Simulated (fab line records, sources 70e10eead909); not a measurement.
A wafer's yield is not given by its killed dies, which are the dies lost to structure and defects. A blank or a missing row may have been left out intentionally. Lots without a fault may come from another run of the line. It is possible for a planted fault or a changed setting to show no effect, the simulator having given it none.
The tool behind it: which one?	flow nand_harc	24 lots with 72 wafers sampled at 6 steps, on a route of 1302 steps

## WHAT THE GAUGES READ, wafer by wafer
NHARC_P_M0_THK_MEAS_24: measures by xrf. Usual: 117.4 nm for thk_nm, sd 1.8.
lot	measured	on	thk_nm (nm)	flag
L074	day 6 12:37	film_metro-02	119.6 116.4 117.2	
L075	day 6 18:46	film_metro-02	117.6 119.7 116.6	
L076	day 7 04:32	film_metro-02	116.4 118.2 119.3	
L077	day 7 10:23	film_metro-02	119.3 113.8 117.8	
L078	day 7 20:41	film_metro-02	121.0 117.6 116.7	
L079	day 8 21:08	film_metro-02	117.6 117.0 118.4	
L080	day 9 09:45	film_metro-02	114.7 117.7 115.7	
L081	day 9 16:01	film_metro-02	121.2 117.2 118.4	
L082	day 9 18:47	film_metro-01	117.4 116.5 116.4	
L084	day 10 07:14	film_metro-02	119.5 120.2 122.4	
L083	day 10 08:21	film_metro-01	116.2 117.7 118.8	
L085	day 11 00:40	film_metro-02	117.5 117.5 115.0	
L086	day 11 08:13	film_metro-01	117.7 116.1 113.5	
L087	day 11 09:47	film_metro-02	117.2 116.7 119.0	
L088	day 12 09:49	film_metro-01	115.5 117.9 118.4	
L089	day 12 15:11	film_metro-01	118.0 117.9 118.0	
L090	day 13 03:00	film_metro-02	117.9 119.4 118.9	
L091	day 13 03:39	film_metro-02	117.2 119.2 118.5	
L092	day 13 15:43	film_metro-02	118.4 115.6 119.1	
L093	day 14 08:44	film_metro-02	116.0 121.1 119.8	
L094	day 14 12:43	film_metro-02	115.5 115.4 116.8	
L095	day 15 06:40	film_metro-02	118.1 119.1 115.0	
L096	day 15 08:22	film_metro-02	116.2 115.8 118.2	
L097	day 15 15:58	film_metro-02	121.2 116.6 117.3	

NHARC_P_M1_CD_MEAS_16. Usual: 129.9 nm for cd_nm, sd 0.81.
lot	measured	on	cd_nm (nm)	flag
L074	day 6 14:41	cd_sem-01	131.3 132.1 131.2	
L075	day 6 21:01	cd_sem-01	128.4 130.1 128.7	
L076	day 7 06:35	cd_sem-01	130.3 128.0 129.3	
L077	day 7 12:25	cd_sem-03	131.1 131.3 129.8	
L078	day 7 22:38	cd_sem-01	129.5 128.9 128.6	
L079	day 8 23:11	cd_sem-03	130.0 130.0 128.8	
L080	day 9 11:47	cd_sem-02	129.9 130.4 129.0	
L081	day 9 18:05	cd_sem-02	130.2 131.8 130.2	
L082	day 9 20:50	cd_sem-03	129.4 130.5 129.7	
L084	day 10 09:08	cd_sem-02	129.8 130.8 130.2	
L083	day 10 10:23	cd_sem-01	131.4 129.1 131.1	
L085	day 11 02:40	cd_sem-02	130.6 130.9 130.9	
L086	day 11 10:08	cd_sem-01	129.7 128.4 130.2	
L087	day 11 11:49	cd_sem-03	130.0 129.6 130.0	
L088	day 12 11:54	cd_sem-02	129.6 129.1 130.3	
L089	day 12 17:14	cd_sem-01	129.5 130.4 129.3	
L090	day 13 05:05	cd_sem-01	129.5 129.9 130.6	
L091	day 13 05:44	cd_sem-03	129.6 130.4 130.4	
L092	day 13 17:44	cd_sem-02	130.2 130.0 129.4	
L093	day 14 10:39	cd_sem-01	128.2 129.1 130.1	
L094	day 14 14:46	cd_sem-01	130.1 128.3 130.4	
L095	day 15 08:44	cd_sem-01	129.6 130.4 130.0	
L096	day 15 10:26	cd_sem-03	127.8 130.1 128.3	
L097	day 15 18:01	cd_sem-03	130.8 130.3 130.3	

NHARC_P_M2_THK_MEAS_24: measures by xrf. Usual: 144.1 nm for thk_nm, sd 1.5.
lot	measured	on	thk_nm (nm)	flag
L074	day 6 21:15	film_metro-02	143.3 144.2 145.5	
L075	day 7 03:09	film_metro-02	144.0 144.2 140.9	
L076	day 7 12:50	film_metro-02	145.3 144.5 146.4	
L077	day 7 18:44	film_metro-02	146.4 147.8 143.7	
L078	day 8 04:55	film_metro-02	146.4 143.4 144.4	
L079	day 9 05:46	film_metro-02	144.5 143.5 144.6	
L080	day 9 17:57	film_metro-02	142.0 144.4 143.0	
L081	day 10 00:14	film_metro-01	143.3 141.7 142.7	
L082	day 10 03:06	film_metro-01	143.2 143.4 144.1	
L084	day 10 15:17	film_metro-01	144.3 143.6 143.5	
L083	day 10 16:50	film_metro-02	144.4 144.2 143.5	
L085	day 11 09:26	film_metro-01	142.4 144.5 145.7	
L086	day 11 16:28	film_metro-02	139.3 142.5 143.6	
L087	day 11 18:16	film_metro-01	143.6 144.9 146.3	
L088	day 12 18:07	film_metro-02	143.4 144.4 145.2	
L089	day 12 23:28	film_metro-01	143.1 143.4 142.7	
L090	day 13 11:23	film_metro-01	144.0 145.6 143.1	
L091	day 13 11:53	film_metro-01	146.2 143.6 143.7	
L092	day 13 23:59	film_metro-01	144.3 144.4 146.9	
L093	day 14 16:50	film_metro-02	144.9 144.4 143.5	
L094	day 14 21:04	film_metro-02	143.9 144.7 143.2	
L095	day 15 15:01	film_metro-01	144.8 145.0 144.8	
L096	day 15 16:35	film_metro-01	146.5 144.2 145.8	
L097	day 16 00:20	film_metro-02	143.0 143.1 146.1	

## TOOL THAT RAN EACH LOT (tool first, then ch and the chambers of the sampled wafers, then the start)
lot	NHARC_P_M0_PRE_CLEAN_31	NHARC_P_M1_DESCUM_14	NHARC_P_M2_ETCH_35
L074	pecvd-02 ch 0,1,2, day 6 12:52	rie_diel-10 ch 0,1,2, day 6 14:23	rie_diel-09 ch 0,2,3, day 6 18:55
L075	pecvd-02 ch 1,2, day 6 19:04	rie_diel-10 ch 0,3, day 6 20:42	rie_diel-04 ch 0,1, day 7 00:49
L076	pecvd-01 ch 0,1,2, day 7 04:47	rie_diel-12 ch 0,1,2, day 7 06:17	rie_diel-09 ch 0,1,3, day 7 10:31
L077	pecvd-04 ch 0,1,2, day 7 10:36	rie_diel-12 ch 0,2,3, day 7 12:07	rie_diel-09 ch 1,2,3, day 7 16:20
L078	pecvd-04 ch 0,1,2, day 7 20:55	rie_diel-10 ch 0,1,2, day 7 22:18	rie_diel-09 ch 0,1,3, day 8 02:33
L079	pecvd-04 ch 0,1, day 8 21:21	rie_diel-12 ch 0,1,3, day 8 22:53	rie_diel-09 ch 2,3, day 9 03:27
L080	pecvd-01 ch 0,1, day 9 09:59	rie_diel-12 ch 1,2,3, day 9 11:29	rie_diel-04 ch 1,2,3, day 9 15:35
L081	pecvd-04 ch 0,1, day 9 16:15	rie_diel-12 ch 0,3, day 9 17:47	rie_diel-13 ch 2,3, day 9 21:53
L082	pecvd-02 ch 1,2, day 9 19:02	rie_diel-12 ch 0,3, day 9 20:32	rie_diel-09 ch 1,3, day 10 00:46
L084	pecvd-02 ch 0,2, day 10 07:27	rie_diel-12 ch 0,1, day 10 08:50	rie_diel-04 ch 2,3, day 10 12:57
L083	pecvd-01 ch 0,1,2, day 10 08:34	rie_diel-10 ch 0,2,3, day 10 10:05	rie_diel-09 ch 0,2,3, day 10 14:31
L085	pecvd-02 ch 0,1,2, day 11 00:53	rie_diel-10 ch 0,2,3, day 11 02:22	rie_diel-09 ch 0,2, day 11 06:37
L086	pecvd-04 ch 1,2, day 11 08:26	rie_diel-12 ch 2,3, day 11 09:49	rie_diel-09 ch 1,2,3, day 11 14:08
L087	pecvd-02 ch 0,1, day 11 10:00	rie_diel-12 ch 1,3, day 11 11:31	rie_diel-13 ch 2,3, day 11 15:46
L088	pecvd-02 ch 0,1,2, day 12 10:04	rie_diel-11 ch 2,3, day 12 11:33	rie_diel-09 ch 0,3, day 12 15:47
L089	pecvd-01 ch 0,1, day 12 15:26	rie_diel-12 ch 0,3, day 12 16:55	rie_diel-04 ch 0,2,3, day 12 21:02
L090	pecvd-02 ch 0,1,2, day 13 03:14	rie_diel-12 ch 0,2,3, day 13 04:47	rie_diel-13 ch 1,3, day 13 09:04
L091	pecvd-02 ch 0,1,2, day 13 03:53	rie_diel-12 ch 1,2,3, day 13 05:25	rie_diel-13 ch 0,1,3, day 13 09:32
L092	pecvd-04 ch 0,1,2, day 13 15:58	rie_diel-10 ch 0,1,2, day 13 17:26	rie_diel-09 ch 1,2, day 13 21:38
L093	pecvd-02 ch 0,1,2, day 14 08:57	rie_diel-11 ch 1,2,3, day 14 10:21	rie_diel-13 ch 0,1,3, day 14 14:29
L094	pecvd-02 ch 1,2, day 14 12:56	rie_diel-10 ch 1,3, day 14 14:28	rie_diel-13 ch 1,2, day 14 18:34
L095	pecvd-01 ch 0,1, day 15 06:54	rie_diel-10 ch 0,3, day 15 08:25	rie_diel-04 ch 0,1,2, day 15 12:40
L096	pecvd-02 ch 0,1,2, day 15 08:37	rie_diel-12 ch 0,2, day 15 10:07	rie_diel-09 ch 0,2, day 15 14:16
L097	pecvd-01 ch 0,1, day 15 16:11	rie_diel-10 ch 0,1,2, day 15 17:42	rie_diel-13 ch 0,1,2, day 15 21:58
- NHARC_P_M0_PRE_CLEAN_31: time 12 s.
- NHARC_P_M1_DESCUM_14: chemistry O2, time 3 s.
- NHARC_P_M2_ETCH_35: etches the open film in N2/H2, target depth 40 nm, overetch 12 nm, time 43.94 s.

## WHAT THE TOOLS THEMSELVES READ (means of the sampled wafers that have a number; where no wafer has one, the mark that the record gives instead)
NHARC_P_M0_PRE_CLEAN_31. Usual: 634 W for heater_power_w, sd 71.
lot	tool	heater_power_w (W)	flag
L074	pecvd-02	629	
L075	pecvd-02	602	
L076	pecvd-01	651	
L077	pecvd-04	703	
L078	pecvd-04	684	
L079	pecvd-04	641	
L080	pecvd-01	652	
L081	pecvd-04	677	
L082	pecvd-02	637	
L084	pecvd-02	629	
L083	pecvd-01	652	
L085	pecvd-02	585	
L086	pecvd-04	579	
L087	pecvd-02	558	
L088	pecvd-02	643	
L089	pecvd-01	614	
L090	pecvd-02	644	
L091	pecvd-02	622	
L092	pecvd-04	682	
L093	pecvd-02	568	
L094	pecvd-02	639	
L095	pecvd-01	677	
L096	pecvd-02	572	
L097	pecvd-01	680	

NHARC_P_M1_DESCUM_14. Usual: drypump_motor_current_A 5.8 A, standard deviation 0.52; oes_product_au 1.000 a.u., standard deviation 0.012; rf_vpp_V 57.8 V, standard deviation 0.76; showerhead_plenum_p_Torr 1.90 Torr, standard deviation 0.059; throttle_valve_pct 11.311 %, standard deviation 0.0094.
lot	tool	drypump_motor_current_A (A)	oes_product_au (a.u.)	rf_vpp_V (V)	showerhead_plenum_p_Torr (Torr)	throttle_valve_pct (%)	flag
L074	rie_diel-10	5.5	0.990	58.1	1.93	11.303	
L075	rie_diel-10	5.9	0.999	57.5	1.87	11.317	
L076	rie_diel-12	5.8	1.009	57.3	1.91	11.312	
L077	rie_diel-12	5.9	1.007	58.2	1.92	11.311	
L078	rie_diel-10	5.4	0.996	58.2	1.93	11.317	
L079	rie_diel-12	5.9	1.003	58.1	1.94	11.313	
L080	rie_diel-12	6.3	1.009	57.8	1.89	11.313	
L081	rie_diel-12	6.0	1.020	57.8	1.95	11.316	
L082	rie_diel-12	5.5	1.000	57.9	1.97	11.309	
L084	rie_diel-12	5.4	1.006	57.9	1.95	11.304	
L083	rie_diel-10	5.7	0.995	57.9	1.91	11.303	
L085	rie_diel-10	5.7	0.995	58.0	1.91	11.307	
L086	rie_diel-12	6.3	0.999	56.7	1.87	11.314	
L087	rie_diel-12	6.4	1.013	58.1	1.93	11.322	
L088	rie_diel-11	5.5	1.004	57.1	1.84	11.317	
L089	rie_diel-12	6.0	0.998	57.9	1.95	11.308	
L090	rie_diel-12	5.9	1.000	58.5	1.92	11.313	
L091	rie_diel-12	6.3	1.009	57.8	1.89	11.313	
L092	rie_diel-10	5.5	0.989	58.2	1.92	11.309	
L093	rie_diel-11	5.6	0.996	58.3	1.82	11.310	
L094	rie_diel-10	5.6	0.985	57.6	1.86	11.316	
L095	rie_diel-10	5.9	0.993	58.1	1.86	11.311	
L096	rie_diel-12	5.8	1.001	57.6	1.89	11.306	
L097	rie_diel-10	5.5	0.996	58.2	1.92	11.316	

NHARC_P_M2_ETCH_35. Usual: drypump_motor_current_A 5.6 A, standard deviation 0.48; oes_product_au 1.001 a.u., standard deviation 0.0087; rf_vpp_V 430.1 V, standard deviation 2.5; showerhead_plenum_p_Torr 2.03 Torr, standard deviation 0.09; throttle_valve_pct 14.170 %, standard deviation 0.0093.
lot	tool	drypump_motor_current_A (A)	oes_product_au (a.u.)	rf_vpp_V (V)	showerhead_plenum_p_Torr (Torr)	throttle_valve_pct (%)	flag
L074	rie_diel-09	5.3	1.003	430.9	2.06	14.177	
L075	rie_diel-04	5.4	0.999	429.8	2.00	14.170	
L076	rie_diel-09	5.6	0.992	431.4	2.07	14.164	
L077	rie_diel-09	5.5	1.002	431.8	2.11	14.166	
L078	rie_diel-09	5.7	0.997	431.4	2.07	14.159	
L079	rie_diel-09	5.0	1.006	430.3	2.05	14.169	
L080	rie_diel-04	5.6	1.005	429.6	2.00	14.178	
L081	rie_diel-13	5.8	1.012	428.1	1.95	14.171	
L082	rie_diel-09	5.4	0.989	431.3	2.06	14.179	
L084	rie_diel-04	6.1	0.995	428.3	1.97	14.172	
L083	rie_diel-09	5.3	0.997	430.6	2.06	14.171	
L085	rie_diel-09	5.6	1.003	431.7	2.06	14.172	
L086	rie_diel-09	5.5	0.998	432.6	2.11	14.166	
L087	rie_diel-13	5.8	1.006	428.4	1.95	14.170	
L088	rie_diel-09	5.2	1.008	430.1	2.01	14.177	
L089	rie_diel-04	5.7	1.005	429.5	2.01	14.172	
L090	rie_diel-13	5.4	1.001	428.6	1.95	14.168	
L091	rie_diel-13	5.5	1.003	429.4	1.94	14.168	
L092	rie_diel-09	5.6	1.001	433.1	2.15	14.165	
L093	rie_diel-13	5.4	1.005	427.1	1.94	14.168	
L094	rie_diel-13	5.3	1.003	427.9	1.95	14.167	
L095	rie_diel-04	5.8	0.997	428.6	1.97	14.170	
L096	rie_diel-09	5.6	1.002	431.2	2.06	14.174	
L097	rie_diel-13	5.4	0.996	427.8	1.94	14.178	

## THE ANSWER, worked out from the rows above alone
Rule: lot off if the mean of its wafers having a number is beyond 3 standard deviations from the usual mean. A lot without any number at a reading at which 4 lots or more have one is off too. All remaining lots with rows at the step are treated as sound. After the gauges, taken in route order, come the tools' own readings; for these a lot's mean is taken, as printed above. The first step at which some lot is off is used, and at that step the reading that is off furthest; a lot without a number counts as furthest.
Nothing can be told from this: no lot is off at any reading shown.

## WHAT WAS PUT IN BY THE SIMULATOR
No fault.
